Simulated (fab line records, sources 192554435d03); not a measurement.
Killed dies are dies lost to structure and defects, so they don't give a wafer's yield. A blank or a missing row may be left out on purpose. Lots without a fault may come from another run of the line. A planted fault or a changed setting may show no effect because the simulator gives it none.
fab line records | flow n5_finfet
record lots=14 wafers=42 last_day=18
route steps=1938 shown MOL_CONTACT_COAG@613 BEOL_M0_SAQP@632 BEOL_M4@1111
lots that met no fault: from a run of the same line without faults
start_h: hours from the record's first day to the start of the lot's first wafer shown | wait_h: hours since the lot's step before | " the same as in the row above | L1.1+2: a row that stands for several wafers | - no value, or no start given | * or withheld: withheld | < > ~ a bound
route shown NAME@n: a module of which the file shows steps, and the number in the route of the first | usual: mean/standard deviation of fault-free wafers | same: alike in all rows | chamber/n: place in a boat | sites: the reading at each site | _std_site: their standard deviation | _edge_site: outer sites' mean less inner sites' | radius_mm: how far each site lies from the wafer's centre | mask NAME#n: copy n | behind: the tool/chamber that last shaped the wafer | hold: why the lot was held/for how many hours/how that ended | device: the transistor (n, p or np) that didn't switch | end of line: the same wafers' tests at the end of the route | a step without rows: its recipe alone | killed: dies lost to structure and defects at the first sort, not the wafer's yield | map: a wafer's dies, x killed, . not, _ none there
set.NAME: the setting as run; set.NAME@STEP: as run at that earlier step | model.NAME: the simulator's own value behind a step, which no gauge read
steps of the route over a sample of lots; a table a step, a row a wafer
services: from which hour (start_h, from the record's first day; less than 0 if before it) a tool's chamber was out of use, for how many hours, and why
## steps
# step N5_MOL_CONTACT_COAG_ETCHBACK_136
# recipe chemistry=CHF3 target=SiO2 target_depth_a=250 time_s=16.7 ion_energy_ev=200 pressure_mtorr=30 source_w=610 bias_w=170 Ar_flow_sccm=200 CHF3_flow_sccm=50
# usual drypump_motor_current_A=6.0/0.38 oes_product_au=0.78/0.094 rf_fwd_power_W=600/3.7 rf_vpp_V=526/6.8 showerhead_plenum_p_Torr=2.38/0.06 throttle_valve_pct=18.80/0.29
# same time_s=16.7
# columns lot.wafer tool chamber start_h wait_h drypump_motor_current_A oes_product_au rf_fwd_power_W rf_hours_counter_h rf_vpp_V showerhead_plenum_p_Torr throttle_valve_pct
L677.2 rie_diel-03 2 105.43 0.0 5.5 0.71 604 200 534 2.46 19.21
L677.3 " 3 " " 6.3 0.84 594 80 531 2.41 18.56
L677.6 " 2 " " 5.5 0.71 602 - 535 2.46 19.21
L678.2 rie_diel-04 2 113.18 0.0 5.3 0.69 598 239 516 2.35 18.72
L678.4 " 1 " " 6.0 0.72 604 159 521 2.37 18.65
L678.6 " 1 " " 6.0 0.72 604 - 521 2.37 18.67
L679.2 rie_diel-05 3 120.83 0.0 6.2 0.73 594 189 534 2.46 19.07
L679.3 " 1 " " 6.2 0.69 595 230 530 2.35 19.08
L679.5 " 0 " " 6.0 0.86 596 - 528 2.33 18.40
L680.2 rie_diel-03 0 123.18 0.0 5.7 0.88 607 44 520 2.42 18.88
L680.3 " 2 " " 5.4 0.70 602 206 534 2.45 19.21
L680.4 " 3 " " 6.4 0.83 595 - 530 2.41 18.57
L682.2 rie_diel-05 3 132.76 0.0 6.2 0.72 596 193 533 2.46 19.08
L682.3 " 0 " " 6.0 0.86 594 56 528 2.33 18.42
L682.4 " 1 " " 6.2 0.68 598 235 530 2.35 19.11
L681.1 rie_diel-04 1 134.69 0.0 6.0 0.72 604 169 522 2.37 18.68
L681.2 " 2 " " 5.3 0.67 600 249 514 2.35 18.72
L681.5 " 1 " " 6.0 0.71 599 - 523 2.37 18.67
L684.1 rie_diel-03 2 154.38 0.0 5.5 0.69 606 218 534 2.45 19.24
L684.5 " 2 " " 5.5 0.69 602 - 534 2.45 19.24
L684.6 " 1 " " 6.5 0.97 603 - 529 2.34 18.83
L685.2 rie_diel-04 3 155.37 0.0 6.4 0.67 600 240 516 2.26 19.15
L685.4 " 1 " " 6.0 0.71 605 - 522 2.37 18.68
L685.5 " 3 " " 6.3 0.67 600 - 517 2.26 19.14
L686.1 rie_diel-03 3 160.56 0.0 6.3 0.82 595 100 529 2.40 18.59
L686.5 " 2 " " 5.5 0.69 602 - 534 2.45 19.26
L686.6 " 3 " " 6.3 0.81 598 - 530 2.40 18.59
L691.1 rie_diel-03 3 189.84 0.0 6.3 0.80 598 111 528 2.40 18.61
L691.2 " 1 " " 6.5 0.92 601 13 527 2.34 18.85
L691.3 " 2 " " 5.5 0.68 600 231 534 2.44 19.27
L694.2 rie_diel-04 0 208.18 0.0 5.4 0.97 600 8 531 2.44 18.39
L694.4 " 1 " " 6.0 0.69 603 202 522 2.36 18.73
L694.6 " 2 " " 5.3 0.93 598 - 515 2.34 18.35
L695.1 rie_diel-05 0 211.68 0.0 6.1 0.81 596 86 526 2.31 18.45
L695.2 " 1 " " 6.2 0.92 598 7 528 2.34 18.71
L695.5 " 2 " " 6.3 0.79 602 - 515 2.31 18.50
L698.1 rie_diel-04 2 233.86 0.0 5.4 0.92 600 23 515 2.34 18.39
L698.3 " 1 " " 6.0 0.68 604 211 522 2.35 18.73
L698.5 " 1 " " 6.0 0.69 602 - 522 2.35 18.74
L699.2 rie_diel-03 2 238.07 0.0 5.5 0.67 604 248 533 2.44 19.28
L699.3 " 0 " " 5.7 0.83 603 88 518 2.40 18.95
L699.5 " 2 " " 5.5 0.68 604 - 535 2.44 19.29
# step N5_MOL_CONTACT_COAG_CVD_140
# recipe material=W target_thk_a=665 mode=selective_fill temp_c=300 time_s=215
# usual heater_power_w=498/40
# same time_s=215
# columns lot.wafer tool chamber start_h wait_h heater_power_w
L677.2 cvd_w-02 0 105.94 0.1 524
L677.3 " 1 " " 548
L677.6 " 1 " " 526
L678.2 cvd_w-01 1 113.70 0.1 435
L678.4 " 1 " " 430
L678.6 " 1 " " 435
L679.2 cvd_w-02 1 121.37 0.1 546
L679.3 " 1 " " 532
L679.5 " 1 " " 536
L680.2 cvd_w-02 1 123.70 0.1 539
L680.3 " 1 " " 533
L680.4 " 0 " " 516
L682.2 cvd_w-02 0 133.28 0.1 517
L682.3 " 0 " " 509
L682.4 " 1 " " 544
L681.1 cvd_w-02 0 135.21 0.1 521
L681.2 " 1 " " 538
L681.5 " 1 " " 529
L684.1 cvd_w-01 1 154.89 0.1 437
L684.5 " 1 " " 432
L684.6 " 0 " " 488
L685.2 cvd_w-02 1 156.00 0.1 531
L685.4 " 1 " " 531
L685.5 " 1 " " 544
L686.1 cvd_w-01 1 161.08 0.1 444
L686.5 " 1 " " 438
L686.6 " 0 " " 499
L691.1 cvd_w-01 1 190.35 0.1 436
L691.2 " 0 " " 496
L691.3 " 0 " " 498
L694.2 cvd_w-01 0 208.70 0.1 519
L694.4 " 1 " " 441
L694.6 " 1 " " 435
L695.1 cvd_w-01 0 212.20 0.1 508
L695.2 " 1 " " 441
L695.5 " 0 " " 504
L698.1 cvd_w-01 0 234.37 0.1 495
L698.3 " 1 " " 430
L698.5 " 0 " " 497
L699.2 cvd_w-01 0 238.58 0.1 506
L699.3 " 1 " " 438
L699.5 " 0 " " 489
# step N5_BEOL_M0_SAQP_PECVD_00
# recipe material=SiCN target_thk_a=80 temp_c=withheld precursor=3MS/NH3 pressure_torr=3 rf_w=202 time_s=14
# usual chamber_pressure_Torr=3.000/0.0059 rf_fwd_power_W=199.6/1 showerhead_plenum_p_Torr=3.662/0.013 throttle_valve_pct=9.0/0.52
# same time_s=14
# columns lot.wafer tool chamber start_h wait_h chamber_pressure_Torr rf_fwd_power_W showerhead_plenum_p_Torr throttle_valve_pct
L677.2 pecvd-04 1 110.62 0.2 2.998 198.5 3.655 9.5
L677.3 " 0 " " 3.012 199.7 3.678 9.1
L677.6 " 2 " " 3.000 199.8 3.646 8.1
L678.2 pecvd-01 1 117.70 0.2 2.999 199.5 3.686 9.8
L678.4 " 0 " " 2.995 197.4 3.671 9.3
L678.6 " 2 " " 2.998 199.2 3.645 9.1
L679.2 pecvd-02 0 125.38 0.2 3.014 201.0 3.674 9.9
L679.3 " 1 " " 3.008 199.4 3.649 8.9
L679.5 " 1 " " 3.003 199.4 3.656 8.5
L680.2 pecvd-04 1 128.36 0.2 3.008 199.6 3.672 9.5
L680.3 " 0 " " 3.001 200.6 3.680 9.2
L680.4 " 2 " " 3.001 200.9 3.644 8.6
L682.2 pecvd-01 1 137.28 0.2 2.994 198.0 3.677 9.5
L682.3 " 2 " " 3.002 198.6 3.646 9.3
L682.4 " 0 " " 2.997 196.7 3.666 9.6
L681.1 pecvd-04 0 140.28 0.2 2.995 199.7 3.681 8.9
L681.2 " 1 " " 2.998 200.9 3.662 9.3
L681.5 " 2 " " 3.011 200.4 3.654 8.3
L684.1 pecvd-04 1 158.90 0.2 2.998 200.6 3.659 9.5
L684.5 " 0 " " 2.997 199.7 3.682 9.0
L684.6 " 2 " " 2.998 200.6 3.660 8.3
L685.2 pecvd-04 1 161.91 0.2 3.004 200.5 3.664 9.8
L685.4 " 1 " " 2.997 200.5 3.667 9.6
L685.5 " 0 " " 2.998 200.1 3.675 9.0
L686.1 pecvd-02 2 165.10 0.2 2.992 199.6 3.645 8.4
L686.5 " 0 " " 3.002 199.1 3.688 9.7
L686.6 " 2 " " 2.995 199.7 3.647 8.5
L691.1 pecvd-01 1 197.29 0.2 2.999 198.9 3.677 9.6
L691.2 " 2 " " 3.002 198.9 3.646 9.1
L691.3 " 0 " " 3.001 197.1 3.664 9.4
L694.2 pecvd-04 1 215.68 0.2 3.007 200.2 3.661 9.6
L694.4 " 2 " " 3.005 199.5 3.651 8.4
L694.6 " 0 " " 2.994 200.7 3.674 9.0
L695.1 pecvd-04 2 218.67 0.2 2.988 200.2 3.651 8.3
L695.2 " 0 " " 3.001 200.6 3.675 9.0
L695.5 " 0 " " 3.005 199.9 3.659 9.1
L698.1 pecvd-02 0 238.37 0.2 3.002 200.1 3.676 10.1
L698.3 " 1 " " 3.001 199.5 3.647 8.6
L698.5 " 2 " " 3.008 200.4 3.642 8.5
L699.2 pecvd-02 0 242.58 0.2 3.003 200.1 3.681 9.9
L699.3 " 1 " " 3.000 198.9 3.648 8.7
L699.5 " 2 " " 3.000 199.0 3.645 8.5
# step N5_BEOL_M0_SAQP_PECVD_04
# recipe material=a-Si target_thk_a=600 temp_c=350 precursor=SiH4/He pressure_torr=3 rf_w=100 time_s=60.2
# usual chamber_pressure_Torr=2.999/0.0067 heater_power_outer_w=363/50 heater_power_w=612/68 rf_fwd_power_W=99.4/0.35 showerhead_plenum_p_Torr=5.65/0.055 throttle_valve_pct=18.4/0.97 time_s=60.2/0
# columns lot.wafer tool chamber start_h wait_h chamber_pressure_Torr heater_power_outer_w heater_power_w rf_fwd_power_W showerhead_plenum_p_Torr throttle_valve_pct time_s
L677.2 pecvd-02 2 113.74 0.0 2.989 299 537 99.0 5.57 17.0 60.2
L677.3 " 0 " " 3.004 378 651 100.1 5.72 19.3 60.2
L677.6 " 2 " " 2.986 305 504 99.2 5.58 17.0 60.2
L678.2 pecvd-01 1 118.66 0.0 2.986 460 743 99.5 5.70 19.2 60.2
L678.4 " 1 " " 2.991 471 736 99.8 5.70 19.4 60.2
L678.6 " 2 " " 3.001 403 666 99.2 5.61 18.7 60.2
L679.2 pecvd-04 2 127.01 0.0 3.001 406 662 99.6 5.59 16.7 60.2
L679.3 " 0 " " 3.004 379 613 99.2 5.70 18.0 60.2
L679.5 " 0 " " 3.002 385 613 100.1 5.71 18.2 60.2
L680.2 pecvd-01 0 128.87 0.0 2.996 324 578 99.4 5.68 19.0 60.2
L680.3 " 2 " " 2.999 412 673 99.5 5.62 18.4 60.2
L680.4 " 2 " " 2.999 401 683 99.1 5.59 18.8 60.2
L682.2 pecvd-01 0 138.91 0.0 3.006 289 556 99.3 5.69 18.8 60.2
L682.3 " 1 " " 2.986 437 698 99.4 5.69 19.2 60.2
L682.4 " 0 " " 3.001 297 567 99.1 5.68 18.7 60.2
L681.1 pecvd-01 1 144.28 0.0 3.000 491 769 99.4 5.70 19.3 60.2
L681.2 " 2 " " 2.994 425 693 99.6 5.61 18.7 60.2
L681.5 " 1 " " 2.999 481 781 99.7 5.68 19.5 60.2
L684.1 pecvd-02 0 160.47 0.0 2.995 364 624 99.6 5.72 19.4 60.2
L684.5 " 2 " " 2.997 293 501 99.8 5.59 16.8 60.2
L684.6 " 1 " " 3.009 359 573 99.2 5.63 17.6 60.2
L685.2 pecvd-02 0 163.68 0.0 2.998 380 654 99.7 5.74 19.7 60.2
L685.4 " 0 " " 2.991 398 657 99.9 5.73 19.6 60.2
L685.5 " 1 " " 3.014 357 589 99.2 5.60 17.7 60.2
L686.1 pecvd-02 2 167.42 0.0 2.996 294 514 99.6 5.58 16.8 60.2
L686.5 " 2 " " 2.997 293 495 99.4 5.58 16.9 60.2
L686.6 " 0 " " 2.996 358 632 99.7 5.74 19.7 60.2
L691.1 pecvd-01 2 198.05 0.0 3.008 363 626 99.7 5.62 18.8 60.2
L691.2 " 1 " " 2.999 436 698 99.1 5.70 19.0 60.2
L691.3 " 0 " " 3.001 303 558 98.7 5.70 19.0 60.2
L694.2 pecvd-01 0 216.97 0.0 - - - - - - -
L694.4 " 2 " " - - - - - - -
L694.6 " 0 " " - - - - - - -
L695.1 pecvd-01 0 218.99 0.0 - - - - - - -
L695.2 " 1 " " - - - - - - -
L695.5 " 2 " " - - - - - - -
L698.1 pecvd-01 0 240.79 0.0 2.988 355 635 99.0 5.67 18.7 60.2
L698.3 " 2 " " 2.999 364 619 99.2 5.61 18.4 60.2
L698.5 " 0 " " 2.997 366 627 99.2 5.69 18.6 60.2
L699.2 pecvd-04 2 244.47 0.0 3.019 372 608 99.3 5.60 16.8 60.2
L699.3 " 0 " " 2.994 358 582 99.5 5.72 18.2 60.2
L699.5 " 1 " " 2.999 341 599 99.7 5.67 19.1 60.2
# step N5_BEOL_M0_SAQP_THK_MEAS_05
# usual thk_nm=60.2/0.8
# columns lot.wafer tool chamber start_h wait_h thk_nm
L677.2 film_metro-01 - 113.83 0.1 61.0
L677.3 " - " " 60.2
L677.6 " - " " 61.2
L678.2 film_metro-01 - 118.76 0.1 58.6
L678.4 " - " " 60.6
L678.6 " - " " 60.4
L679.2 film_metro-02 - 127.11 0.1 59.5
L679.3 " - " " 59.3
L679.5 " - " " 60.6
L680.2 film_metro-01 - 128.97 0.1 59.9
L680.3 " - " " 59.9
L680.4 " - " " 61.2
L682.2 film_metro-01 - 139.01 0.1 58.8
L682.3 " - " " 59.0
L682.4 " - " " 60.3
L681.1 film_metro-02 - 144.40 0.1 59.2
L681.2 " - " " 59.3
L681.5 " - " " 60.1
L684.1 film_metro-02 - 160.57 0.1 59.7
L684.5 " - " " 59.5
L684.6 " - " " 58.9
L685.2 film_metro-02 - 163.77 0.1 59.9
L685.4 " - " " 61.1
L685.5 " - " " 60.4
L686.1 film_metro-01 - 167.52 0.1 59.4
L686.5 " - " " 60.8
L686.6 " - " " 60.0
L691.1 film_metro-01 - 198.14 0.1 59.9
L691.2 " - " " 60.0
L691.3 " - " " 59.9
L694.2 film_metro-02 - 217.07 0.1 23.3
L694.4 " - " " 23.7
L694.6 " - " " 23.4
L695.1 film_metro-02 - 219.08 0.1 23.3
L695.2 " - " " 23.1
L695.5 " - " " 23.7
L698.1 film_metro-01 - 240.89 0.1 60.4
L698.3 " - " " 60.1
L698.5 " - " " 61.2
L699.2 film_metro-01 - 244.57 0.1 60.0
L699.3 " - " " 59.3
L699.5 " - " " 59.5
# step N5_BEOL_M0_SAQP_MANDREL_ETCH_20
# recipe target_depth_a=600 chemistry=HBr/Cl2 target=a-Si stop_on=SiNx bt_time_s=10 mask_material=SOC over_etch_frac=0.5 time_s=30 pressure_mtorr=10 icp_w=800 bias_w=75 HBr_flow_sccm=150 Cl2_flow_sccm=80 ends=end_point
# usual drypump_motor_current_A=5.7/0.35 mfc_cl2_sccm=79.97/0.26 oes_product_au=0.775/0.013 rf_fwd_power_W=795.4/2.8 throttle_valve_pct=35.50/0.2
# columns lot.wafer tool chamber start_h wait_h drypump_motor_current_A mfc_cl2_sccm oes_product_au rf_fwd_power_W rf_hours_counter_h throttle_valve_pct
L677.2 rie_si-03 1 114.55 0.0 5.7 79.81 0.790 790.1 89 35.60
L677.3 " 3 " " 5.8 80.06 0.776 799.2 170 35.53
L677.6 " 2 " " 6.1 79.76 0.764 798.4 - 35.62
L678.2 rie_si-01 0 119.48 0.0 5.8 80.11 0.753 794.2 19 35.61
L678.4 " 2 " " 5.2 80.25 0.762 799.6 196 35.66
L678.6 " 3 " " 5.4 79.69 0.801 790.6 - 35.14
L679.2 rie_si-01 1 127.83 0.0 5.9 79.93 0.754 797.6 147 35.39
L679.3 " 0 " " 5.8 80.20 0.762 792.5 19 35.60
L679.5 " 1 " " 5.9 80.15 0.770 796.9 - 35.39
L680.2 rie_si-03 1 129.81 0.0 5.8 80.29 0.777 794.0 90 35.61
L680.3 " 2 " " 6.1 80.09 0.758 791.0 81 35.66
L680.4 " 3 " " 5.8 79.76 0.786 793.8 170 35.50
L682.2 rie_si-04 1 139.85 0.0 5.5 79.81 0.772 798.5 15 35.86
L682.3 " 2 " " 4.8 80.43 0.750 795.2 136 35.74
L682.4 " 3 " " 5.9 79.84 0.764 797.1 5 35.55
L681.1 rie_si-01 1 145.54 0.0 6.0 79.20 0.757 791.1 147 35.42
L681.2 " 3 " " 5.4 79.78 0.778 794.8 172 35.15
L681.5 " 3 " " 5.4 80.42 0.792 799.6 - 35.13
L684.1 rie_si-04 2 161.54 0.0 4.9 80.03 0.757 792.6 136 35.74
L684.5 " 0 " " 6.4 79.76 0.793 795.1 - 35.09
L684.6 " 3 " " 5.8 79.77 0.752 797.3 - 35.56
L685.2 rie_si-01 1 164.62 0.0 5.9 79.66 0.758 795.7 148 35.40
L685.4 " 2 " " 5.1 80.04 0.787 797.2 0 35.70
L685.5 " 1 " " 6.0 79.56 0.767 791.4 - 35.40
L686.1 rie_si-01 2 168.36 0.0 5.2 79.85 0.772 797.0 0 35.73
L686.5 " 1 " " 6.0 80.23 0.762 790.1 - 35.38
L686.6 " 0 " " 5.8 79.71 0.780 797.3 - 35.58
L691.1 rie_si-03 1 198.99 0.0 5.7 79.86 0.779 794.5 91 35.60
L691.2 " 3 " " 5.8 80.00 0.779 797.0 171 35.54
L691.3 " 2 " " 6.1 79.75 0.756 793.8 81 35.65
L694.2 rie_si-01 0 218.04 0.0 5.8 79.58 0.326 796.6 21 36.48
L694.4 " 2 " " 5.1 80.04 0.327 796.8 - 36.61
L694.6 " 1 " " 5.9 79.60 0.322 794.9 - 36.29
L695.1 rie_si-03 3 219.84 0.0 5.8 80.11 0.331 800.3 172 36.42
L695.2 " 1 " " 5.7 79.95 0.329 797.0 92 36.51
L695.5 " 0 " " 5.4 79.76 0.324 796.1 - 36.18
L698.1 rie_si-03 3 241.75 0.0 5.8 79.79 0.782 797.0 172 35.51
L698.3 " 2 " " 6.1 79.88 0.759 793.2 82 35.66
L698.5 " 2 " " 6.1 79.92 0.769 794.8 - 35.66
L699.2 rie_si-03 1 245.41 0.0 5.7 80.37 0.783 798.6 92 35.62
L699.3 " 2 " " 6.1 80.20 0.762 791.6 82 35.68
L699.5 " 3 " " 5.9 80.06 0.783 793.3 - 35.53
# step N5_BEOL_M0_SAQP_CD_MEAS_25
# recipe target_cd_nm=13.1 landing_energy_ev=1000 detector=se_inlens
# usual cd_nm=12.77/0.22
# same landing_energy_ev=1000
# columns lot.wafer tool chamber start_h wait_h cd_nm
L677.2 cd_sem-01 0 116.44 0.1 12.61
L677.3 " 0 " " 12.67
L677.6 " 0 " " 12.67
L678.2 cd_sem-01 0 121.11 0.1 12.62
L678.4 " 0 " " 12.40
L678.6 " 0 " " 13.13
L679.2 cd_sem-03 0 129.23 0.1 12.96
L679.3 " 0 " " 12.66
L679.5 " 0 " " 12.95
L680.2 cd_sem-01 0 131.49 0.1 12.06
L680.3 " 0 " " 12.92
L680.4 " 0 " " 12.97
L682.2 cd_sem-01 0 141.27 0.1 12.65
L682.3 " 0 " " 13.12
L682.4 " 0 " " 12.73
L681.1 cd_sem-03 0 147.38 0.1 12.74
L681.2 " 0 " " 13.06
L681.5 " 0 " " 12.87
L684.1 cd_sem-03 0 163.28 0.1 12.66
L684.5 " 0 " " 13.03
L684.6 " 0 " " 12.58
L685.2 cd_sem-01 0 165.93 0.1 12.89
L685.4 " 0 " " 12.79
L685.5 " 0 " " 13.05
L686.1 cd_sem-02 0 169.77 0.1 12.46
L686.5 " 0 " " 12.93
L686.6 " 0 " " 12.72
L691.1 cd_sem-02 0 200.35 0.1 12.91
L691.2 " 0 " " 12.69
L691.3 " 0 " " 12.67
L694.2 cd_sem-01 0 220.74 0.1 -
L694.4 " 0 " " -
L694.6 " 0 " " -
L695.1 cd_sem-01 0 221.20 0.1 -
L695.2 " 0 " " -
L695.5 " 0 " " -
L698.1 cd_sem-01 0 243.32 0.1 12.78
L698.3 " 0 " " 12.78
L698.5 " 0 " " 12.69
L699.2 cd_sem-03 0 246.98 0.1 13.07
L699.3 " 0 " " 12.65
L699.5 " 0 " " 12.62
# step N5_BEOL_M4_RC_MEAS_101
# usual DIBL_N=36.5/1.4 DIBL_P=36.9/1.7 IOFF_N=0.163/0.023 IOFF_P=0.22/0.032 ION_N=673/9 ION_P=462/7.5 SS_N=71.6/0.54 SS_P=73.4/0.62 VT_N=249.8/2.8 VT_P=-250/3.5
# columns lot.wafer tool chamber start_h wait_h DIBL_N[mV/V] DIBL_P[mV/V] IOFF_N[nA/um] IOFF_P[nA/um] ION_N[uA/um] ION_P[uA/um] SS_N[mV/dec] SS_P[mV/dec] VT_N[mV] VT_P[mV]
L677.2 prober-01 0 167.30 0.2 35.0 35.9 0.143 0.21 657 457 71.2 73.6 253.3 -248
L677.3 " 0 " " 37.3 38.7 0.184 0.26 680 468 71.9 74.2 247.2 -245
L677.6 " 0 " " 36.1 37.2 0.163 0.23 663 460 72.0 73.8 250.5 -249
L678.2 prober-02 0 182.56 0.2 36.8 36.5 0.161 0.26 684 479 71.6 73.5 249.2 -243
L678.4 " 0 " " 37.5 36.5 0.173 0.25 680 475 72.0 73.7 247.9 -248
L678.6 " 0 " " 38.1 37.9 0.186 0.29 689 482 71.9 73.7 245.9 -244
L679.2 prober-01 0 186.04 0.2 36.1 37.5 0.159 0.23 674 469 71.1 73.0 248.9 -247
L679.3 " 0 " " 37.7 39.1 0.190 0.27 678 469 71.6 73.6 249.7 -248
L679.5 " 0 " " 35.5 36.7 0.152 0.22 677 471 71.4 73.6 253.0 -252
L680.2 prober-01 0 188.16 0.2 37.6 36.9 0.182 0.29 679 470 71.9 72.8 247.3 -242
L680.3 " 0 " " 37.0 35.2 0.159 0.25 663 466 72.1 73.0 249.2 -245
L680.4 " 0 " " 36.0 35.0 0.147 0.25 675 472 71.5 72.7 251.0 -243
L682.2 prober-01 0 197.64 0.2 35.7 35.3 0.135 0.19 663 459 71.3 73.8 253.6 -253
L682.3 " 0 " " 37.9 38.6 0.182 0.24 680 464 71.5 74.6 247.2 -248
L682.4 " 0 " " 37.6 37.6 0.172 0.22 689 470 71.0 74.1 249.3 -251
L681.1 prober-02 0 210.53 0.0 37.1 37.7 0.158 0.21 673 458 71.7 73.4 250.3 -253
L681.2 " 0 " " 38.0 39.2 0.177 0.23 682 465 71.6 73.7 247.7 -250
L681.5 " 0 " " 38.9 40.3 0.197 0.26 686 460 72.0 74.4 247.2 -249
L684.1 prober-01 0 213.11 0.0 36.0 37.5 0.176 0.25 676 468 71.8 74.1 248.6 -244
L684.5 " 0 " " 35.8 37.3 0.174 0.25 672 469 71.7 74.3 246.6 -248
L684.6 " 0 " " 36.5 37.8 0.187 0.27 679 469 73.1 73.4 249.4 -246
L685.2 prober-02 0 216.07 0.2 33.7 34.2 0.114 0.14 642 441 71.0 72.4 256.7 -258
L685.4 " 0 " " 35.0 37.2 0.146 0.18 671 453 71.8 72.6 250.6 -256
L685.5 " 0 " " 35.0 36.4 0.137 0.17 670 453 71.4 73.4 253.7 -256
L686.1 prober-02 0 233.35 0.0 36.8 36.6 0.161 0.23 678 466 71.1 73.2 252.8 -248
L686.5 " 0 " " 34.4 33.9 0.132 0.19 672 465 70.5 72.3 252.3 -247
L686.6 " 0 " " 36.3 36.0 0.153 0.23 672 460 71.6 73.4 251.1 -249
L691.1 prober-01 0 250.54 0.0 37.3 38.5 0.196 0.24 682 462 71.8 74.2 245.1 -249
L691.2 " 0 " " 38.3 39.0 0.204 0.25 694 464 71.9 74.2 244.8 -248
L691.3 " 0 " " 36.1 36.6 0.161 0.22 687 469 70.9 74.0 248.7 -249
L699.2 prober-02 0 303.82 0.2 37.3 36.0 0.184 0.25 675 464 71.8 73.7 246.7 -246
L699.3 " 0 " " 38.3 37.0 0.213 0.29 673 460 71.7 74.9 245.4 -246
L699.5 " 0 " " 37.7 35.6 0.183 0.25 673 462 72.7 74.1 249.9 -247
L698.1 prober-02 0 309.87 0.0 37.4 36.8 0.154 0.21 669 464 71.8 73.0 251.2 -249
L698.3 " 0 " " 35.0 33.4 0.117 0.16 668 456 71.4 72.8 254.7 -253
L698.5 " 0 " " 37.4 36.2 0.156 0.20 664 455 71.9 73.4 252.8 -249
## services
# columns tool chamber start_h hours kind
rie_diel-04 - 94.95 0.9 repair
rie_si-04 0 117.91 1.8 repair
rie_diel-03 1 123.06 - clean
rie_diel-03 1 123.06 - consumable_replace:focus_ring
rie_diel-03 1 123.06 22.2 scheduled_down
rie_diel-03 1 123.06 22.2 vent_cycle
pecvd-01 0 142.94 2.1 scheduled_down
pecvd-04 1 147.43 2.1 scheduled_down
cvd_w-02 0 154.19 1.2 repair
rie_diel-04 0 154.52 2.4 repair
rie_si-03 2 158.89 35.2 repair
pecvd-01 - 160.29 28.1 pm
rie_diel-04 0 161.59 5.3 repair
rie_diel-03 1 165.50 5.0 repair
rie_si-04 - 167.49 2.8 pm
pecvd-02 0 186.26 5.5 scheduled_down
rie_si-01 2 191.92 3.1 repair
pecvd-02 1 199.61 2.1 scheduled_down
rie_diel-05 3 202.56 13.1 repair
pecvd-02 0 210.02 2.1 scheduled_down
rie_si-01 3 212.85 9.5 repair
pecvd-04 - 221.49 0.8 repair
pecvd-04 - 225.70 4.3 pm
cvd_w-01 - 232.78 0.2 repair
## key
first_sign step=N5_BEOL_M0_SAQP_PECVD_04 reading=tool_record direction=missing
effect step=N5_BEOL_M0_SAQP_THK_MEAS_05 reading=thk_nm direction=down sigmas=46 usual=* struck=*
effect step=N5_BEOL_M0_SAQP_MANDREL_ETCH_20 reading=oes_product_au direction=down sigmas=34 usual=0.775 struck=0.326
effect step=N5_BEOL_M0_SAQP_CD_MEAS_25 reading=cd_nm direction=missing
met_at N5_BEOL_M0_SAQP_PECVD_04
struck_lots L694,L695
later_rows_left_out L694.2,L694.4,L694.6,L695.1,L695.2,L695.5
sort_left_out L694.2,L694.4,L694.6,L695.1,L695.2,L695.5
not_acting_at N5_MOL_CONTACT_COAG_ETCHBACK_136,N5_MOL_CONTACT_COAG_CVD_140,N5_BEOL_M0_SAQP_PECVD_00
onset_between 198.05 216.97
fault kind=skipped_step_whole tool=pecvd-01,pecvd-02 chamber=- onset_h=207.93 steps=N5_BEOL_M0_SAQP_PECVD_04 scope=struck_lots_only
# sort_left_out: the simulated sort isn't trusted on such a fault, so these wafers' sort isn't shown, and their yield isn't known
# later_rows_left_out: the simulator's readings of these wafers behind a module that went badly wrong aren't trusted and aren't shown, but for the sort
